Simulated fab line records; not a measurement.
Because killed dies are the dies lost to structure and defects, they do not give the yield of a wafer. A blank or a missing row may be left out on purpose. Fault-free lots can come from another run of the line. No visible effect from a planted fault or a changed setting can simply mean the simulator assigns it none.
A struck lot beside a sound one	flow nandHarc	15 out of 1302 route steps
Sound: wafers L954.2, L954.3, L954.6. Struck: wafer L966.1 (L966.3, L966.6, from the same lot, were not struck and are left out); the cause is given at the end.
Per side, at each step with rows, come the tool, then ch with its chambers, and then its first start. Under that, the readings that differ: sound wafers	struck wafers	difference of the means	sigmas: that difference in standard deviations of wafers without a fault.
alike: words and numbers the same on both sides, and readings whose means are apart by under 2 such deviations; not compared: readings that were withheld, readings missing a value for some wafer, numbers with overlapping values and no deviation given by the record, and bounds like >300 which may hide the same value.
The two part at a step that has a row with sigmas, a row that says differs or no value, or rows on one side only. Non-overlapping numbers with no deviation appear without sigmas and do not part them. A reading missing from all wafers of one side parts the sides only when that side holds two or more wafers.

first, 4 steps without rows for these wafers: NHARC_P_GATE_EBR_22; NHARC_P_GATE_EXPOSE_23 (exposes mask P GATE, target cd 120 nm); NHARC_P_GATE_PEB_24 (peb time 65 s); NHARC_P_GATE_DEVELOP_25 (develop time 35 s).
NHARC_P_GATE_CD_MEAS_26: the cd target is 120 nm.
  sound on cdSem-01 ch 0, day 5 14:22; struck on cdSem-03 ch 0, day 11 08:37
  alike: cdNm
NHARC_P_GATE_OVL_MEAS_27:
  sound on overlay-02, day 5 14:28; struck on overlay-01, day 11 08:42
  alike: overlayXNm, overlayYNm
NHARC_P_GATE_INSPECT_28:
  sound on defectInspect-02, day 5 14:29; struck on defectInspect-02, day 11 08:44
  alike: rawDefectCount
NHARC_P_GATE_DESCUM_31: chemistry O2, time 3 s.
  sound on rieDiel-06 ch 0,1, day 5 14:34; struck on rieDiel-11 ch 0, day 11 08:49
reading	sound	struck	difference	sigmas
oesProductAu (a.u.)	0.981 1.002 0.983	1.011	+0.022	+2
rfVppV (V)	58.5 57.0 58.2	59.8	+1.9	+2
throttleValvePct (%)	11.300 11.326 11.311	11.288	-0.024	-3
  alike: drypumpMotorCurrentA, mfcArSccm, showerheadPlenumPTorr
  not compared: rfHoursCounterH
NHARC_P_GATE_ETCH_104: etches the open film in CF4/CHF3, target depth 60 nm.
  sound on rieDiel-06 ch 1,3, day 5 14:38; struck on rieDiel-11 ch 2, day 11 08:53
  alike: biasW, drypumpMotorCurrentA, mfcArSccm, oesProductAu, rfVppV, showerheadPlenumPTorr, throttleValvePct
NHARC_P_GATE_HM_OPEN_105: chemistry O2/COS, target depth 360 nm.
  sound on rieDiel-06 ch 1,2; struck on rieDiel-11 ch 1
reading	sound	struck	difference	sigmas
oesProductAu (a.u.)	0.988 1.005 0.982	1.024	+0.032	+3
  alike: biasW, drypumpMotorCurrentA, mfcArSccm, rfVppV, showerheadPlenumPTorr, throttleValvePct
  not compared: rfHoursCounterH
then, 1 step without rows for these wafers: NHARC_P_GATE_STRIP_106 (strips in O2/COS).
NHARC_P_GATE_ETCH_114: etches the open film in CF4/O2, target depth 30 nm, overetch 3 nm, time 16.5 s.
  sound on rieDiel-06 ch 1,2,3; struck on rieDiel-11 ch 2
reading	sound	struck	difference	sigmas
throttleValvePct (%)	13.402 13.403 13.400	13.379	-0.023	-2
  alike: biasW, drypumpMotorCurrentA, mfcArSccm, oesProductAu, rfVppV, showerheadPlenumPTorr
  not compared: rfHoursCounterH
NHARC_P_GATE_ETCH_32: etches the open film in HBr/Cl2, target depth 150 nm, time 100.1 s.
  sound on rieSi-02 ch 0,1,2, day 5 15:02; struck on rieSi-02 ch 2, day 11 09:17
reading	sound	struck	difference	sigmas
oesProductAu (a.u.)	0.999 1.004 1.008	0.983	-0.021	-2
overEtchFrac	1 1 1	1.529	+0.529	
  alike: biasW, drypumpMotorCurrentA, hbrFlowSccm, throttleValvePct
  not compared: rfHoursCounterH
NHARC_P_GATE_STRIP_108: strips in O2.
  sound on rieDiel-06 ch 0,1,3, day 5 15:11; struck on rieDiel-07 ch 3, day 11 09:26
  alike: drypumpMotorCurrentA, mfcArSccm, oesProductAu, rfVppV, showerheadPlenumPTorr, throttleValvePct
  not compared: rfHoursCounterH
following that, these wafers have no rows for 1 step: NHARC_END_SORT_01.

WHERE THEY PART
At NHARC_P_GATE_DESCUM_31 first; at NHARC_P_GATE_ETCH_32 last (within this record only). Later steps at which nothing parts them and some readings are alike: NHARC_P_GATE_STRIP_108.

WHY: the cause the simulator had injected
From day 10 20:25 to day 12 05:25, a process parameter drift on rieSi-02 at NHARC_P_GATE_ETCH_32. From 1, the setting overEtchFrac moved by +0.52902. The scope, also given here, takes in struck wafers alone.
